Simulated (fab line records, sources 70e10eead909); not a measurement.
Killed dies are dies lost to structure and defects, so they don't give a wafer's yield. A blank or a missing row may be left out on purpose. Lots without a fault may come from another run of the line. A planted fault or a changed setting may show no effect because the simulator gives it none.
Chamber matching | flow nand_harc | NHARC_A_CONTACT_ETCH_92 on rie_diel-07: 4 sister chambers
The step etches the open film in CH3F/O2, target depth 40 nm, time 85.7 s. 8 wafers are shown with their chamber, then 7 later ones without.

WAFERS WITH THEIR CHAMBER
wafer  | chamber | drypump_motor_current_A (A) | showerhead_plenum_p_Torr (Torr)
L080.5 | 1       | 5.5                         | 2.42
L081.4 | 0       | 6.3                         | 2.55
L081.6 | 3       | 5.5                         | 2.55
L088.1 | 2       | 6.0                         | 2.60
L088.3 | 1       | 5.4                         | 2.41
L088.6 | 0       | 6.3                         | 2.54
L090.1 | 3       | 5.5                         | 2.54
L090.3 | 2       | 6.0                         | 2.60

WAFERS WITHOUT THEIR CHAMBER
wafer  | drypump_motor_current_A (A) | showerhead_plenum_p_Torr (Torr)
L090.6 | 6.3                         | 2.54
L093.2 | 5.5                         | 2.54
L093.4 | 5.5                         | 2.54
L093.5 | 5.4                         | 2.41
L095.1 | 5.5                         | 2.54
L095.2 | 6.3                         | 2.54
L095.3 | 6.0                         | 2.59

WHICH CHAMBER EACH WENT THROUGH
wafer  | from the rows above | in truth
L090.6 | 0                   | 0
L093.2 | 3                   | 3
L093.4 | 3                   | 3
L093.5 | 1                   | 1
L095.1 | 3                   | 3
L095.2 | 0                   | 0
L095.3 | 2                   | 2
Placed correctly: 7 of 7. Can't be placed from these rows: 0. Placed wrongly: 0.
How it was worked out, from the rows above alone: a wafer's distance from a chamber is the root of the sum, over the readings, of the square of ((its reading less the chamber's mean) divided by the reading's scatter). The wafer belongs to the nearest chamber; if the next one is less than 2 further off, it can't be placed. A chamber's mean is the mean of its shown wafers. The scatter: the root of (the sum of the squares of (reading less its chamber's mean) over the shown wafers, divided by (wafers less chambers)).
